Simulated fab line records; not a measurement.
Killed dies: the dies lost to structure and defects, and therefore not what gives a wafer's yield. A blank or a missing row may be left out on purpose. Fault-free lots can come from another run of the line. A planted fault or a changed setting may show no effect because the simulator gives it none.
Chamber matching ; flow n5Finfet ; 4 sister chambers for N5_GATE_CUT_ETCH_19 on rieDiel-04
The step etches SiNx in CH3F/O2, target depth 53.7 nm, time 76.7 s. 4 wafers are shown with their chamber, then 12 later ones without.

EACH WAFER AND ITS CHAMBER
wafer;chamber;throttleValvePct (%)
L085.2;2;15.7
L088.2;1;16.5
L088.4;3;16.6
L088.5;0;16.6

WAFERS WITHOUT THEIR CHAMBER
wafer;throttleValvePct (%)
L089.2;16.6
L089.3;15.7
L089.5;16.6
L091.1;16.6
L091.2;15.7
L091.3;16.6
L093.2;16.6
L093.3;15.7
L093.4;15.7
L095.2;16.2
L095.3;16.6
L095.4;15.8

EACH ONE'S CHAMBER
wafer;from the rows above;in truth
L089.2;can't be placed: 0 or 3 or 1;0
L089.3;2;2
L089.5;can't be placed: 0 or 3 or 1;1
L091.1;can't be placed: 0 or 3 or 1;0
L091.2;2;2
L091.3;can't be placed: 0 or 3 or 1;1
L093.2;can't be placed: 0 or 3 or 1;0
L093.3;2;2
L093.4;2;2
L095.2;can't be placed: 1 or 0 or 3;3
L095.3;can't be placed: 0 or 3 or 1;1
L095.4;2;2
Placed correctly: 5 of 12. Not placeable from these rows: 7 (in 7, the candidates include the true chamber). Wrongly placed: 0.
How it was worked out, from the rows above alone: a wafer's distance from a chamber is the root of the sum, over the readings, of the square of ((its reading less the chamber's mean) divided by the reading's scatter). If the next closest chamber is less than 2 further off than the closest, the wafer can't be placed; otherwise it belongs to the closest. Each chamber's mean is taken over the wafers shown for it. The scatter (one wafer shown for each chamber): square how far every hidden wafer sits from the nearest shown wafer, average those squares and take the square root.
